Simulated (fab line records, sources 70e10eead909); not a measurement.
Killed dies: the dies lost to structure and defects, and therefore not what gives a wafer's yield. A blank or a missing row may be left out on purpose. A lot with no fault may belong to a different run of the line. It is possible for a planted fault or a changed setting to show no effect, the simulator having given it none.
Which tool was responsible?    flow nand-harc    6 lots, 18 wafers sampled, at 2 steps of a route of 1302

WHAT THE GAUGES SHOWED, per wafer
NHARC_A_M1_THK_MEAS_24: measures by xrf.
lot   measured      on             thk-nm (nm)
L139  day 23 21:17  film-metro-01  156.5 152.0 153.5
L140  day 24 07:58  film-metro-02  153.9 154.2 154.5
L141  day 25 20:37  film-metro-01  157.0 154.9 155.3
L145  day 27 00:28  film-metro-01  154.9 157.0 155.2
L151  day 29 06:55  film-metro-02  155.5 156.6 154.1
L153  day 30 03:43  film-metro-01  153.0 155.5 153.3

WHICH TOOL RAN EACH LOT (tool, then ch and the chambers of the sampled wafers, then the start)
lot   NHARC_A_M1_ETCH_28
L139  rie-diel-10 ch 0,1,2, day 23 21:17 or earlier
L140  rie-diel-12 ch 0,2,3, day 24 07:58 or earlier
L141  rie-diel-12 ch 2,3, day 25 20:37 or earlier
L145  rie-diel-11 ch 1,3, day 26 22:37
L151  rie-diel-12 ch 0,2,3, day 29 06:55 or earlier
L153  rie-diel-12 ch 1,2, day 30 03:43 or earlier
- NHARC_A_M1_ETCH_28: etches the open film in CF4/N2, target depth 30 nm, time 72.99 s.

THE ANSWER, worked out from the rows above alone
Rule: the usual values come from the lots themselves. The widest of any qualifying gaps counts: lots, ordered by their means at a reading, are off when they make up no more than a third of the lots, leave a main group of 4 or more, and stand apart from it by 3 or more times the standard deviation of that group's means. If all means in a main group match to the digits the tables above print for the reading, that group is not used. Also off: a lot with no number at a reading for which 4 or more lots have one. All remaining lots with rows at the step are treated as sound.
None of the lots is off at any reading shown; this tells nothing.

WHAT THE SIMULATOR HAD INSERTED
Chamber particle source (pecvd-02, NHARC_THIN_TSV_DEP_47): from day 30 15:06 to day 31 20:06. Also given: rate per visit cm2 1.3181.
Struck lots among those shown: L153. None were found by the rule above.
